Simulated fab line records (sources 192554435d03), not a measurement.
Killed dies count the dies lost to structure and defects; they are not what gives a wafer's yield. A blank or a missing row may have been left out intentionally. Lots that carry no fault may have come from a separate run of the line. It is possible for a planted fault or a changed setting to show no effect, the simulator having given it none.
Chamber matching / flow n5-finfet / 3 sister chambers for N5_BEOL_M5_PRE_CLEAN_77 on cvd-co-01
The step time 15 s. 14 wafers are shown with their chamber, then 6 later ones without.

== WAFERS, EACH WITH ITS CHAMBER ==
wafer=L562.1; chamber=1; heater-power-w (W)=123
wafer=L562.3; chamber=2; heater-power-w (W)=55
wafer=L562.4; chamber=0; heater-power-w (W)=134
wafer=L563.1; chamber=2; heater-power-w (W)=53
wafer=L563.4; chamber=1; heater-power-w (W)=125
wafer=L563.6; chamber=0; heater-power-w (W)=131
wafer=L568.2; chamber=0; heater-power-w (W)=126
wafer=L568.6; chamber=2; heater-power-w (W)=56
wafer=L569.1; chamber=0; heater-power-w (W)=129
wafer=L569.2; chamber=1; heater-power-w (W)=126
wafer=L569.4; chamber=1; heater-power-w (W)=127
wafer=L575.1; chamber=0; heater-power-w (W)=134
wafer=L575.5; chamber=0; heater-power-w (W)=133
wafer=L575.6; chamber=2; heater-power-w (W)=53

SIGNATURES (means of the wafers above)
reading=heater-power-w; chamber 0=131.17; chamber 1=125.25; chamber 2=54.25; scatter within a chamber=2.46
Rule: for a wafer and a chamber, the distance is found by dividing, reading by reading, the gap between the wafer's reading and the chamber's mean by the reading's scatter, squaring, summing and taking the root. If the next closest chamber is less than 2 further off than the closest, the wafer can't be placed; otherwise it belongs to the closest. How the scatter is found: for the shown wafers, subtract from each reading the mean of its chamber, square and add these, divide the total by (wafers less chambers), then take the root.

== WAFERS WHOSE CHAMBER IS MISSING ==
wafer=L578.1; heater-power-w (W)=53
wafer=L578.2; heater-power-w (W)=124
wafer=L578.5; heater-power-w (W)=121
wafer=L582.1; heater-power-w (W)=132
wafer=L582.2; heater-power-w (W)=125
wafer=L582.3; heater-power-w (W)=55

== CHAMBER TAKEN BY EACH ==
wafer=L578.1; from the rows above=2; in truth=2
wafer=L578.2; from the rows above=1; in truth=1
wafer=L578.5; from the rows above=1; in truth=1
wafer=L582.1; from the rows above=0; in truth=0
wafer=L582.2; from the rows above=1; in truth=1
wafer=L582.3; from the rows above=2; in truth=2
Correctly placed: 6 of 6. From these rows, 0 cannot be placed. Number placed wrongly: 0.
